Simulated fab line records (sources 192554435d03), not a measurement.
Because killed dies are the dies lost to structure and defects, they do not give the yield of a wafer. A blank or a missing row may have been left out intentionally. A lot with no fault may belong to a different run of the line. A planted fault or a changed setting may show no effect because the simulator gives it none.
A struck lot beside a sound one | flow n5_finfet | 36 steps out of a route of 1938
Sound: the wafers L420.2, L420.3, L420.6. Struck: wafer L426.2. (L426.3, L426.5 of the same lot were not struck and are left out.) The cause comes at the end.
At each step with rows: each side's tool, then ch and its chambers, then its first start. Under that, the readings that differ: sound wafers | struck wafers | difference of the means | sigmas: that difference in standard deviations of wafers without a fault.
alike: words and numbers the same on both sides, and readings whose means are apart by under 2 such deviations; not compared: readings that were withheld, readings missing a value for some wafer, numbers with overlapping values and no deviation given by the record, and bounds like >300 which may hide the same value.
A row with sigmas, a row that says differs or no value, or rows on one side alone: a step with any of these is where the two part. When numbers do not overlap yet have no deviation, they are printed without sigmas and do not part them. A reading missing from all wafers of one side parts the sides only when that side holds two or more wafers.

first, 9 steps without rows for these wafers: N5_FIN_SAQP_PRECLEAN_42 (cleans in O3/DIW, time 60 s); N5_FIN_SAQP_PRECLEAN_00 (cleans in SC1, time 60 s); N5_FIN_SAQP_PRECLEAN_44 (cleans in SC2, time 45 s); N5_FIN_SAQP_SRD_01 (time 30 s); N5_FIN_SAQP_ALD_61 (deposits SiO2, target thk 4 nm, pulse time 1 s, purge time 2 s); N5_FIN_SAQP_DENSIFY_62 (time 60 s); N5_FIN_SAQP_HM_DEP_03 (deposits SiNx from SiH4/NH3/N2, target thk 38 nm, time 33.6 s); N5_FIN_SAQP_PECVD_47 (deposits a-Si from SiH4/He, target thk 45 nm, time 36.3 s); N5_FIN_SAQP_PECVD_48 (deposits SiNx from SiH4/NH3/N2, target thk 25 nm, time 22.1 s).
N5_FIN_SAQP_PECVD_06: deposits a-Si from SiH4/He, target thk 60 nm, time 48.1 s.
  sound on pecvd-02 ch 1,2, day 3 15:30; struck on pecvd-02 ch 1, day 5 04:05
  reading                                     | sound             | struck | difference | sigmas
  model.a-Si_of_FIN_SAQP_PECVD_06.thk_nm (nm) | 58.76 59.11 60.22 | 72.79  | +13.43     |
  alike: heater_power_w, showerhead_plenum_p_Torr, showerhead_vpp_V, throttle_valve_pct
N5_FIN_SAQP_THK_MEAS_07:
  struck on film_metro-02, day 5 04:10; sound on film_metro-01, day 3 15:35
  reading     | sound          | struck | difference | sigmas
  thk_nm (nm) | 58.7 59.0 60.3 | 72.8   | +13.5      | +15
then, 15 steps without rows for these wafers: N5_FIN_SAQP_HM_DEP_72 (deposits SiO2 from SiH4/N2O, target thk 12 nm, time 7.2 s); N5_FIN_SAQP_COAT_49 (time 60 s, resist thk 100 nm); N5_FIN_SAQP_COAT_50 (time 60 s, resist thk 35 nm); N5_FIN_SAQP_COAT_10 (resist thk 90 nm); N5_FIN_SAQP_EBR_12; N5_FIN_SAQP_SOFTBAKE_11 (time 60 s); N5_FIN_SAQP_EXPOSE_13 (exposes mask FIN CORE, target cd 35.6 nm); N5_FIN_SAQP_PEB_14 (peb time 60 s); N5_FIN_SAQP_DEVELOP_15 (develop time 30 s); N5_FIN_SAQP_DESCUM_21 (chemistry O2, time 7.9 s); N5_FIN_SAQP_ETCH_51 (etches SiARC in CF4, target depth 45.5 nm, time 75.8 s); N5_FIN_SAQP_ETCH_52 (etches SOC in N2/H2, target depth 100 nm, overetch 20 nm, time 150 s); N5_FIN_SAQP_STRIP_53 (strips in N2/H2); N5_FIN_SAQP_HM_OPEN_73 (chemistry CHF3/O2, target SiO2, stops on a-Si, target depth 12 nm, time 16.8 s); N5_FIN_SAQP_STRIP_74 (strips in CHF3/O2).
N5_FIN_SAQP_MANDREL_ETCH_22: etches a-Si in HBr/Cl2, stops on SiNx, target depth 60 nm, bt time 10 s, time 30 s.
  sound on rie_si-02 ch 2,3, day 3 16:44; struck on rie_si-05 ch 0, day 5 05:10
  reading                  | sound             | struck | difference | sigmas
  oes_product_au (a.u.)    | 0.752 0.759 0.756 | 0.853  | +0.097     | +7
  throttle_valve_pct (%)   | 35.8 35.3 35.8    | 34.4   | -1.2       | -4
  model.etch.depth_nm (nm) | 58.76 59.01 60.15 | 72.78  | +13.47     |
  alike: drypump_motor_current_A
  not compared: rf_hours_counter_h
then, 5 steps without rows for these wafers: N5_FIN_SAQP_STRIP_55 (strips in N2/H2); N5_FIN_SAQP_STRIP_23 (strips in SPM, time 750 s); N5_FIN_SAQP_SRD_66 (time 30 s); N5_FIN_SAQP_RECESS_75 (chemistry HF/NH3, target SiO2, target depth 14.4 nm, afs cycles 3, sublimation time 60 s); N5_FIN_SAQP_SPACER1_ALD_24 (deposits SiO2, target thk 20.3 nm, pulse time 1 s, purge time 2 s).
N5_FIN_SAQP_SPACER1_ETCHBACK_25: etches SiO2 in CHF3/O2, target depth 24.4 nm, time 12.2 s.
  sound on rie_diel-03 ch 0,3, day 3 19:38; struck on rie_diel-04 ch 0, day 5 06:55
  reading                                     | sound        | struck | difference | sigmas
  model.a-Si_of_FIN_SAQP_PECVD_06.thk_nm (nm) | 57.8 58 59.2 | 71.8   | +13.5      |
  alike: CHF3_flow_sccm, drypump_motor_current_A, oes_o_777_au, oes_product_au, rf_vpp_V, showerhead_plenum_p_Torr, throttle_valve_pct
  not compared: rf_hours_counter_h
then, 1 step without rows for these wafers: N5_FIN_SAQP_MANDREL1_REMOVE_56 (chemistry HBr/Cl2/O2, target a-Si, stops on SiNx, bt time 10 s).
-- the record jumps here: 6 days lie between the struck wafers' starts before and after (it left off in module FIN_SAQP and takes up again in module BEOL_M4, whose first step shown is number 1111 of the route) --
N5_BEOL_M4_RC_MEAS_101:
  sound on prober-01 ch 0, day 10 09:52; struck on prober-01 ch 0, day 11 16:01
  alike: DIBL_N, DIBL_P, IOFF_N, IOFF_P, ION_N, ION_P, SS_N, SS_P, VT_N, VT_P
N5_PASSIVATION_PROBE_49:
  the record has rows for the sound wafers here (prober-02, day 14 15:53) and none for the struck ones

== WHERE THEY PART ==
Last at N5_PASSIVATION_PROBE_49 as far as this record goes, first at N5_FIN_SAQP_THK_MEAS_07.

WHY: what the simulator had put in
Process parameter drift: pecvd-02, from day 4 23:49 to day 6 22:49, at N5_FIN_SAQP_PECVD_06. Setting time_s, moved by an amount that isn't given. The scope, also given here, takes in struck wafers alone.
